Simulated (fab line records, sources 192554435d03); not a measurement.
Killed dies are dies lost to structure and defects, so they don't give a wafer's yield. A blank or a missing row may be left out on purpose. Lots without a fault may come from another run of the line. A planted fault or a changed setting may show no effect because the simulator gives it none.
One fault seen from 2 desks :: flow n5-finfet :: each desk holds nothing but its own numbers, with what lay behind them at the end

METROLOGY DESK
What the gauges read, lot by lot, whatever tool the lot ran on: means of the sampled wafers that have a number. A lot is out of limits, marked OUT, if its mean lies more than 4 standard deviations from the usual mean; the brackets give that distance.
Columns: A = trench-depth-nm at N5_BEOL_M11_OCD_MEAS_38, usual 149.0 nm
lot: L160
first seen here: day 11 12:45
A: 149.1

lot: L161
first seen here: day 11 20:28
A: 148.8

lot: L163
first seen here: day 11 20:56
A: 150.0

lot: L162
first seen here: day 12 06:58
A: 148.4

lot: L164
first seen here: day 12 10:07
A: 152.8

lot: L172
first seen here: day 14 16:42
A: 149.7

lot: L175
first seen here: day 14 23:23
A: 151.7

lot: L174
first seen here: day 15 03:25
A: 148.8

lot: L177
first seen here: day 15 14:44
A: 150.2

lot: L178
first seen here: day 16 09:08
A: 148.9
Result from this desk: across the 10 lots, nothing is out of limits.

AT THE TOOL OWNER'S DESK: rie-diel-03
The tool's own readings at N5_BEOL_M11_VIA_ETCH_34 (etches SiCOH lowk in C4F6/O2, target depth 184.5 nm, time 69.2 s): means of the sampled wafers that have a number, for each lot that ran on this tool. A lot is out of limits, marked OUT, if its mean lies more than 4 standard deviations from the usual mean; the brackets give that distance.
Columns: A = drypump-motor-current-A at N5_BEOL_M11_VIA_ETCH_34, usual 5.9 A; B = oes_ar_750_au at N5_BEOL_M11_VIA_ETCH_34, usual 0.80 a.u.; C = oes-product-au at N5_BEOL_M11_VIA_ETCH_34, usual 0.81 a.u.; D = rf-vpp-V at N5_BEOL_M11_VIA_ETCH_34, usual 669 V; E = run-length-s at N5_BEOL_M11_VIA_ETCH_34, usual 92.5 s; F = showerhead-plenum-p-Torr at N5_BEOL_M11_VIA_ETCH_34, usual 2.88 Torr; G = throttle-valve-pct at N5_BEOL_M11_VIA_ETCH_34, usual 20.89 %
lot: L160
first seen here: day 11 12:28
A: 6.0
B: 0.83
C: 0.83
D: 673
E: 92.5
F: 2.84
G: 21.00

lot: L161
first seen here: day 11 20:11
A: 5.5
B: 0.79
C: 0.79
D: 668
E: 92.3
F: 2.82
G: 21.05

lot: L163
first seen here: day 11 20:39
A: 5.6
B: 0.84
C: 0.84
D: 673
E: 90.4 (-5.0) OUT
F: 2.85
G: 21.03

lot: L162
first seen here: day 12 06:40
A: 5.7
B: 0.82
C: 0.84
D: 673
E: 90.9
F: 2.77
G: 20.94

lot: L164
first seen here: day 12 09:50
A: 5.9
B: 0.86
C: 0.88
D: 678
E: 90.0 (-5.7) OUT
F: 2.79
G: 20.91

lot: L177
first seen here: day 15 14:26
A: 6.3
B: 0.82
C: 0.83
D: 676
E: 92.5
F: 2.78
G: 20.94
This desk's verdict: out of limits on L163, L164, starting with L163 at day 11 20:39 (run-length-s at N5_BEOL_M11_VIA_ETCH_34). L160, L161, L162, L177 stayed within limits.

ALL TOGETHER
On L163, L164, at day 11 20:39, an alarm was possible from the tool owner's desk.
The metrology desk saw nothing out of limits.
The metrology desk has L163, L164 on record, within its limits.
The lots listed all ran N5_BEOL_M11_VIA_ETCH_34 on rie-diel-03.

WHAT THE SIMULATOR HAD INSERTED
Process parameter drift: rie-diel-03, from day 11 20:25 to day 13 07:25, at N5_BEOL_M11_VIA_ETCH_34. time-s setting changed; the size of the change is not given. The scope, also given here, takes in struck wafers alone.
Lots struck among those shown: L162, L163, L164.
How many hours passed from the start of the fault until each desk's first out-of-limits reading: the tool owner's desk, 0.
